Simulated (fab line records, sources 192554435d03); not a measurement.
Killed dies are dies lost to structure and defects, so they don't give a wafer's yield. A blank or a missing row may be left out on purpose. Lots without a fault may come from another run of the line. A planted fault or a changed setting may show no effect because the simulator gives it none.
Chamber matching | flow n5_finfet | N5_BEOL_M2_ALD_84 on ald_metal-02: 4 sister chambers
The step deposits TaN, pulse time 2 s, purge time 3 s, co reactant purge time 2 s. 18 wafers are shown with their chamber, then 9 later ones without.

WAFERS WITH THEIR CHAMBER
wafer  | chamber | heater_power_w (W)
L074.3 | 1       | 406
L074.4 | 0       | 367
L074.5 | 2       | 425
L081.1 | 2       | 404
L081.2 | 0       | 377
L081.5 | 2       | 415
L083.4 | 0       | 368
L083.5 | 1       | 407
L083.6 | 2       | 415
L085.2 | 3       | 377
L085.4 | 1       | 413
L085.6 | 1       | 410
L088.1 | 1       | 405
L088.4 | 2       | 397
L088.6 | 3       | 397
L094.1 | 0       | 376
L094.3 | 2       | 416
L094.4 | 3       | 388

SIGNATURES (means of the wafers above)
reading        | chamber 0 | chamber 1 | chamber 2 | chamber 3 | scatter within a chamber
heater_power_w | 372.00    | 408.20    | 412.00    | 387.33    | 7.64
Rule: a wafer's distance from a chamber is the root of the sum, over the readings, of the square of ((its reading less the chamber's mean) divided by the reading's scatter). The wafer belongs to the nearest chamber; if the next one is less than 2 further off, it can't be placed. The scatter: the root of (the sum of the squares of (reading less its chamber's mean) over the shown wafers, divided by (wafers less chambers)).

WAFERS WITHOUT THEIR CHAMBER
wafer  | heater_power_w (W)
L093.1 | 418
L093.4 | 386
L093.6 | 371
L095.2 | 384
L095.3 | 367
L095.4 | 420
L097.2 | 394
L097.3 | 370
L097.4 | 407

WHICH CHAMBER EACH WENT THROUGH
wafer  | from the rows above          | in truth
L093.1 | can't be placed: 2 or 1      | 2
L093.4 | can't be placed: 3 or 0      | 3
L093.6 | 0                            | 0
L095.2 | can't be placed: 3 or 0      | 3
L095.3 | 0                            | 0
L095.4 | can't be placed: 2 or 1      | 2
L097.2 | can't be placed: 3 or 1 or 2 | 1
L097.3 | 0                            | 0
L097.4 | can't be placed: 1 or 2      | 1
Placed correctly: 3 of 9. Can't be placed from these rows: 6 (the true chamber is among the candidates in 6). Placed wrongly: 0.
